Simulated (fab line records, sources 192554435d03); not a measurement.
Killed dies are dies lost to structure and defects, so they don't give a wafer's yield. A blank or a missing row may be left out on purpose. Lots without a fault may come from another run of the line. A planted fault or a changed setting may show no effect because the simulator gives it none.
Chamber matching | flow n5_finfet | N5_BEOL_M7_ETCH_61 on rie_diel-06: 4 sister chambers
The step etches SiARC in CF4, target depth 45.5 nm, time 75.8 s. 4 wafers are shown with their chamber, then 11 later ones without.

WAFERS WITH THEIR CHAMBER
wafer  | chamber | drypump_motor_current_A (A)
L085.4 | 3       | 5.8
L090.6 | 1       | 5.8
L091.6 | 0       | 5.8
L089.2 | 2       | 5.2

WAFERS WITHOUT THEIR CHAMBER
wafer  | drypump_motor_current_A (A)
L089.3 | 5.8
L089.6 | 5.8
L094.1 | 5.2
L094.5 | 5.2
L094.6 | 5.8
L096.1 | 5.9
L096.2 | 5.2
L096.3 | 5.8
L097.1 | 5.7
L097.2 | 5.2
L097.4 | 5.9

WHICH CHAMBER EACH WENT THROUGH
wafer  | from the rows above          | in truth
L089.3 | can't be placed: 0 or 1 or 3 | 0
L089.6 | can't be placed: 0 or 1 or 3 | 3
L094.1 | 2                            | 2
L094.5 | 2                            | 2
L094.6 | can't be placed: 0 or 1 or 3 | 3
L096.1 | can't be placed: 0 or 1 or 3 | 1
L096.2 | 2                            | 2
L096.3 | can't be placed: 0 or 1 or 3 | 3
L097.1 | can't be placed: 0 or 1 or 3 | 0
L097.2 | 2                            | 2
L097.4 | can't be placed: 0 or 1 or 3 | 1
Placed correctly: 4 of 11. Can't be placed from these rows: 7 (the true chamber is among the candidates in 7). Placed wrongly: 0.
How it was worked out, from the rows above alone: a wafer's distance from a chamber is the root of the sum, over the readings, of the square of ((its reading less the chamber's mean) divided by the reading's scatter). The wafer belongs to the nearest chamber; if the next one is less than 2 further off, it can't be placed. A chamber's mean is the mean of its shown wafers. The scatter: with one shown wafer a chamber, the root of the mean of the squares of how far each hidden wafer lies from its nearest shown one.
